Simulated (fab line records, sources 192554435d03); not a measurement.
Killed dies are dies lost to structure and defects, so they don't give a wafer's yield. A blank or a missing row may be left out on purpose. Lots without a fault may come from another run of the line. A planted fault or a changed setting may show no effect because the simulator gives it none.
Chamber matching | flow n5_finfet | N5_SDB_ALD_29 on ald_sin-02: 4 sister chambers
The step deposits SiNx, target thk 30 nm, pulse time 1 s, ald cycles 600. 14 wafers are shown with their chamber, then 7 later ones without.

WAFERS WITH THEIR CHAMBER
wafer  | chamber | heater_power_w (W) | precursor_pulse_height_rel
L632.3 | 0       | 853                | 1.001
L632.5 | 0       | 844                | 1.018
L632.6 | 3       | 756                | 1.018
L636.3 | 1       | 899                | 1.022
L636.4 | 2       | 788                | 1.022
L636.6 | 0       | 839                | 0.966
L638.1 | 3       | 775                | 1.007
L638.2 | 0       | 835                | 0.998
L638.3 | 2       | 792                | 1.016
L639.2 | 1       | 889                | 0.990
L639.4 | 2       | 780                | 1.021
L639.6 | 1       | 902                | 0.991
L642.1 | 0       | 839                | 1.010
L642.2 | 2       | 779                | 0.999

SIGNATURES (means of the wafers above)
reading                    | chamber 0 | chamber 1 | chamber 2 | chamber 3 | scatter within a chamber
heater_power_w             | 842.00    | 896.67    | 784.75    | 765.50    | 7.64
precursor_pulse_height_rel | 0.99860   | 1.00100   | 1.01450   | 1.01250   | 0.0162
Rule: a wafer's distance from a chamber is the root of the sum, over the readings, of the square of ((its reading less the chamber's mean) divided by the reading's scatter). The wafer belongs to the nearest chamber; if the next one is less than 2 further off, it can't be placed. The scatter: the root of (the sum of the squares of (reading less its chamber's mean) over the shown wafers, divided by (wafers less chambers)).

WAFERS WITHOUT THEIR CHAMBER
wafer  | heater_power_w (W) | precursor_pulse_height_rel
L642.5 | 777                | 1.012
L646.1 | 770                | 0.990
L646.2 | 767                | 1.021
L646.3 | 846                | 1.021
L647.1 | 836                | 1.020
L647.3 | 764                | 1.000
L647.4 | 784                | 0.988

WHICH CHAMBER EACH WENT THROUGH
wafer  | from the rows above     | in truth
L642.5 | can't be placed: 2 or 3 | 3
L646.1 | can't be placed: 3 or 2 | 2
L646.2 | can't be placed: 3 or 2 | 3
L646.3 | 0                       | 0
L647.1 | 0                       | 0
L647.3 | 3                       | 3
L647.4 | can't be placed: 2 or 3 | 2
Placed correctly: 3 of 7. Can't be placed from these rows: 4 (the true chamber is among the candidates in 4). Placed wrongly: 0.
